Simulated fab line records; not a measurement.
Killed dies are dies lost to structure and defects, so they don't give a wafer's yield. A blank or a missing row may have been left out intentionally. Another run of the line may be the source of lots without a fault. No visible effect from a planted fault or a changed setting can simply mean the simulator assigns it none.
Chamber matching -- flow nandHarc -- NHARC_A_SGD_CUT_CMP_21 on cmp-04 has 4 sister chambers
The step polishes, target thk 148.19 nm. 22 wafers are shown with their chamber, then 11 later ones without.

## WAFERS WITH THEIR CHAMBER
wafer,chamber,motorCurrentA (A),timeToEndpointS (s)
L076.3,0,10.0,55.4
L076.4,3,11.9,49.7
L076.6,0,9.6,50.3
L080.3,3,11.6,51.2
L080.4,0,9.4,55.2
L080.6,1,11.7,52.6
L082.1,2,10.2,46.9
L082.3,1,11.4,47.9
L082.5,0,9.3,50.7
L084.2,3,12.1,51.6
L084.3,2,10.6,50.3
L084.4,1,11.2,50.2
L086.1,3,11.6,47.4
L086.5,1,10.9,47.4
L086.6,0,9.5,49.8
L087.1,1,11.6,49.8
L087.5,1,11.5,48.4
L087.6,2,10.0,46.8
L087.2,2,10.0,46.9
L087.3,3,12.1,51.1
L087.4,0,9.6,52.0
L092.1,1,11.3,45.6

SIGNATURES (means of the wafers above)
reading,chamber 0,chamber 1,chamber 2,chamber 3,scatter within a chamber
motorCurrentA,9.567,11.371,10.200,11.860,0.26
timeToEndpointS,52.233,48.843,47.725,50.200,2.14
Rule: for a wafer and a chamber, the distance is found by dividing, reading by reading, the gap between the wafer's reading and the chamber's mean by the reading's scatter, squaring, summing and taking the root. If the next closest chamber is less than 2 further off than the closest, the wafer can't be placed; otherwise it belongs to the closest. The scatter: the root of (the sum of the squares of (reading less its chamber's mean) over the shown wafers, divided by (wafers less chambers)).

## WAFERS WHOSE CHAMBER IS MISSING
wafer,motorCurrentA (A),timeToEndpointS (s)
L092.2,10.6,46.3
L092.3,11.8,47.3
L094.3,11.3,50.1
L094.4,9.9,46.0
L094.5,9.8,54.9
L096.2,9.6,52.1
L096.4,11.3,50.6
L096.6,11.9,54.1
L096.1,11.9,49.4
L096.3,9.6,58.2
L096.5,10.5,49.6

## WHICH CHAMBER EACH ONE RAN IN
wafer,from the rows above,in truth
L092.2,can't be placed: 2 or 1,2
L092.3,can't be placed: 3 or 1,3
L094.3,can't be placed: 1 or 3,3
L094.4,can't be placed: 2 or 0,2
L094.5,0,0
L096.2,0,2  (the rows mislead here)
L096.4,can't be placed: 1 or 3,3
L096.6,can't be placed: 3 or 1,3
L096.1,can't be placed: 3 or 1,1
L096.3,0,0
L096.5,can't be placed: 2 or 1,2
2 of 11 placed correctly. Not placeable from these rows: 8 (in 8, the candidates include the true chamber). Wrongly placed: 1.
